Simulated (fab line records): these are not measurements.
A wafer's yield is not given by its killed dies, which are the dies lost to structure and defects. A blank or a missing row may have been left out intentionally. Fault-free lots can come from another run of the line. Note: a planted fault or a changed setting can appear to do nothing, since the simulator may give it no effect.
Matching of chambers / flow n5_finfet / rie_diel-05 running N5_SD_EPI_N_ETCH_35: 4 sister chambers
The step etches SOC in N2/H2, overetch 108 nm, time 486 s. 8 wafers are shown with their chamber, then 7 later ones without.

== WAFERS PAIRED WITH THEIR CHAMBERS ==
wafer=L088.1; chamber=0; showerhead_plenum_p_Torr (Torr)=2.69; throttle_valve_pct (%)=23.3
wafer=L088.4; chamber=1; showerhead_plenum_p_Torr (Torr)=2.65; throttle_valve_pct (%)=23.9
wafer=L088.5; chamber=3; showerhead_plenum_p_Torr (Torr)=2.47; throttle_valve_pct (%)=23.6
wafer=L092.1; chamber=2; showerhead_plenum_p_Torr (Torr)=2.57; throttle_valve_pct (%)=23.6
wafer=L092.2; chamber=3; showerhead_plenum_p_Torr (Torr)=2.46; throttle_valve_pct (%)=23.6
wafer=L092.3; chamber=0; showerhead_plenum_p_Torr (Torr)=2.69; throttle_valve_pct (%)=23.3
wafer=L093.3; chamber=2; showerhead_plenum_p_Torr (Torr)=2.57; throttle_valve_pct (%)=23.7
wafer=L093.4; chamber=1; showerhead_plenum_p_Torr (Torr)=2.64; throttle_valve_pct (%)=23.9

== WAFERS WHOSE CHAMBER IS MISSING ==
wafer=L093.6; showerhead_plenum_p_Torr (Torr)=2.64; throttle_valve_pct (%)=24.0
wafer=L095.1; showerhead_plenum_p_Torr (Torr)=2.57; throttle_valve_pct (%)=23.7
wafer=L095.4; showerhead_plenum_p_Torr (Torr)=2.46; throttle_valve_pct (%)=23.6
wafer=L095.5; showerhead_plenum_p_Torr (Torr)=2.64; throttle_valve_pct (%)=24.0
wafer=L096.3; showerhead_plenum_p_Torr (Torr)=2.46; throttle_valve_pct (%)=23.6
wafer=L096.4; showerhead_plenum_p_Torr (Torr)=2.57; throttle_valve_pct (%)=23.7
wafer=L096.6; showerhead_plenum_p_Torr (Torr)=2.64; throttle_valve_pct (%)=24.0

== EACH ONE'S CHAMBER ==
wafer=L093.6; from the rows above=1; in truth=1
wafer=L095.1; from the rows above=2; in truth=2
wafer=L095.4; from the rows above=3; in truth=3
wafer=L095.5; from the rows above=1; in truth=1
wafer=L096.3; from the rows above=3; in truth=3
wafer=L096.4; from the rows above=2; in truth=2
wafer=L096.6; from the rows above=1; in truth=1
Correct placement for 7 of the 7. Number that these rows cannot place: 0. Number placed wrongly: 0.
How it was worked out, from the rows above alone: a wafer's distance from a chamber is the root of the sum, over the readings, of the square of ((its reading less the chamber's mean) divided by the reading's scatter). If the next closest chamber is less than 2 further off than the closest, the wafer can't be placed; otherwise it belongs to the closest. Each chamber's mean is taken over the wafers shown for it. The scatter: take each reading less its chamber's mean, square it, sum over the shown wafers, divide by the number of wafers less the number of chambers, and take the root.
